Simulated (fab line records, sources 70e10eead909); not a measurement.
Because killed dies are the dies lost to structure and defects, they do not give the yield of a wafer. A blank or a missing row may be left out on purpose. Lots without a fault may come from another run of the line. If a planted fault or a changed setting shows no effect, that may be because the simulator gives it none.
A struck lot beside a sound one + flow nandHarc + 24 steps out of a route of 1302
Sound: these wafers, L120.3, L120.5, L120.6. The struck wafers were L128.1, L128.2, L128.3. The cause comes at the end.
At each step with rows: each side's tool, then ch and its chambers, then its first start. Under that, the readings that differ: sound wafers + struck wafers + difference of the means + sigmas: that difference in standard deviations of wafers without a fault.
alike: readings whose means differ by less than 2 such deviations, and words and numbers that are the same on both sides. not compared: withheld readings, readings that some wafer has no value for, bounds like >300 that may hide the same value, and numbers for which the record gives no deviation and whose values overlap.
Wherever a step has rows on one side only, a row that says differs or no value, or a row with sigmas, the two part there. Numbers that don't overlap but have no deviation are shown without sigmas and don't part them. A reading that every wafer of one side lacks parts them only if that side has two wafers or more.

NHARC_P_M1_INSPECT_27:
  sound on defectInspect-01, day 6 04:31; struck on defectInspect-01, day 10 02:47
  alike: rawDefectCount
NHARC_P_M1_PRE_CLEAN_32: time 12 s.
  sound on pecvd-01 ch 0,2, day 6 04:35; struck on pecvd-03 ch 0,1,2, day 10 02:51
  alike: heaterPowerW, rfFwdPowerW
NHARC_P_M1_DEP_33: deposits SiCN, target thk 30 nm.
  sound on pecvd-01 ch 0,2, day 6 04:42; struck on pecvd-03 ch 0,1,2, day 10 02:56
  alike: heaterPowerW, rfFwdPowerW
then, 8 steps without rows for these wafers: NHARC_P_M2_DEP_00 (deposits SiOC, target thk 182.5 nm); NHARC_P_M2_DEHYDRATE_01 (time 120 s); NHARC_P_M2_HMDS_02 (time 30 s); NHARC_P_M2_COAT_34 (time 65 s); NHARC_P_M2_COAT_03 (resist thk 90 nm); NHARC_P_M2_SOFTBAKE_04 (time 55 s); NHARC_P_M2_EBR_05; NHARC_P_M2_EXPOSE_06 (exposes mask P M2, target cd 170 nm).
NHARC_P_M2_PEB_07: peb time 65 s.
  sound on lithoTrack-04 ch 0, day 6 05:42; struck on lithoTrack-04 ch 0, day 10 04:06
| reading               | sound             | struck               | difference | sigmas |
|-----------------------|-------------------|----------------------|------------|--------|
| heaterPowerTotalW (W) | 156.2 156.0 156.0 | 173.8 174.4 173.6    | +17.9      | +46    |
| plateTempC (C)        | 99.97 99.83 99.92 | 108.30 108.21 108.17 | +8.32      | +64    |
  alike: exhaustPa
then, 1 step without rows for these wafers: NHARC_P_M2_DEVELOP_08 (develop time 35 s).
NHARC_P_M2_CD_MEAS_09: the cd target is 170 nm.
  sound on cdSem-01 ch 0, day 6 05:47; struck on cdSem-03 ch 0, day 10 04:11
| reading   | sound             | struck            | difference | sigmas |
|-----------|-------------------|-------------------|------------|--------|
| cdNm (nm) | 170.5 170.1 170.2 | 193.1 193.7 193.2 | +23.1      | +36    |
NHARC_P_M2_OVL_MEAS_10: pitch 340 nm.
  sound on overlay-01, day 6 05:52; struck on overlay-01, day 10 04:16
| reading         | sound       | struck         | difference | sigmas |
|-----------------|-------------|----------------|------------|--------|
| overlayYNm (nm) | 1.7 1.3 1.4 | -0.5 -0.2 -0.2 | -1.8       | -2     |
  alike: overlayXNm
NHARC_P_M2_INSPECT_11:
  sound on defectInspect-02, day 6 05:54; struck on defectInspect-01, day 10 04:19
  alike: rawDefectCount
NHARC_P_M2_DESCUM_14: chemistry O2, time 3 s.
  sound on rieDiel-08 ch 2,3, day 6 05:58; struck on rieDiel-08 ch 0,1,3, day 10 04:22
| reading              | sound             | struck            | difference | sigmas |
|----------------------|-------------------|-------------------|------------|--------|
| model.P_M2.cdNm (nm) | 169.8 169.8 170.1 | 192.4 193.6 193.9 | +23.4      |        |
  alike: drypumpMotorCurrentA, oesProductAu, rfVppV, showerheadPlenumPTorr, throttleValvePct
  not compared: rfHoursCounterH
NHARC_P_M2_ETCH_35: etches the open film in N2/H2, target depth 40 nm, overetch 12 nm, time 43.94 s.
  sound on rieDiel-08 ch 0,1,2, day 6 06:04; struck on rieDiel-08 ch 1,2,3, day 10 04:27
  alike: drypumpMotorCurrentA, oesProductAu, rfFwdPowerW, rfVppV, showerheadPlenumPTorr, throttleValvePct
  not compared: rfHoursCounterH
NHARC_P_M2_ETCH_15: etches the open film in C4F8/Ar, target depth 182.5 nm, time 91.2 s.
  sound: rieDiel-08 ch 0,3; struck: rieDiel-08 ch 0,1,2
  alike: oesProductAu, rfFwdPowerW, rfVppV
  not compared: rfHoursCounterH
NHARC_P_M2_CD_MEAS_16:
  sound on cdSem-02, day 6 06:16; struck on cdSem-02, day 10 04:40
| reading   | sound             | struck            | difference | sigmas |
|-----------|-------------------|-------------------|------------|--------|
| cdNm (nm) | 169.9 169.9 170.6 | 192.3 193.4 194.0 | +23.1      | +29    |
NHARC_P_M2_STRIP_18: strips in N2/H2.
  sound on rieDiel-09 ch 0,3, day 6 06:20; struck on rieDiel-09 ch 0,1,3, day 10 04:45
  alike: drypumpMotorCurrentA, oesProductAu, rfFwdPowerW, rfVppV, showerheadPlenumPTorr, throttleValvePct
  not compared: rfHoursCounterH
NHARC_P_M2_ETCH_28: etches the open film in CF4/N2, target depth 30 nm, time 72.99 s.
  sound: rieDiel-09 ch 0,1,3; struck: rieDiel-09 ch 0,1,3
| reading              | sound           | struck            | difference | sigmas |
|----------------------|-----------------|-------------------|------------|--------|
| model.P_M2.cdNm (nm) | 171 169.7 170.8 | 192.6 193.8 194.5 | +23.1      |        |
  alike: drypumpMotorCurrentA, oesProductAu, rfFwdPowerW, rfVppV, showerheadPlenumPTorr, throttleValvePct
  not compared: rfHoursCounterH
then, 1 step without rows for these wafers: NHARC_P_M2_STRIP_19 (strips in post etch residue remover, time 600 s).
-- jump in the record: it breaks off in module P_M2 and resumes in module END (first step shown: number 1302 of the route), and 18 days separate the struck wafers' starts before and after --
NHARC_END_SORT_01:
  sound on prober-02 ch 0, day 24 14:14; struck on prober-01 ch 0, day 28 06:29
  alike: defectLimitedYield, killedAtArray, killedAtOther, killedAtPeriphery, killedDies, killedOpen, killedShort

WHERE THEY PART
At NHARC_P_M2_PEB_07 first; at NHARC_P_M2_CD_MEAS_16 last (within this record only). Later steps at which nothing parts them and some readings are alike: NHARC_P_M2_STRIP_18, NHARC_P_M2_ETCH_28, NHARC_END_SORT_01.

WHY: what the simulator had put in
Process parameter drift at NHARC_P_M2_PEB_07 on lithoTrack-04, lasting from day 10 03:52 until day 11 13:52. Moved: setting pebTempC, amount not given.
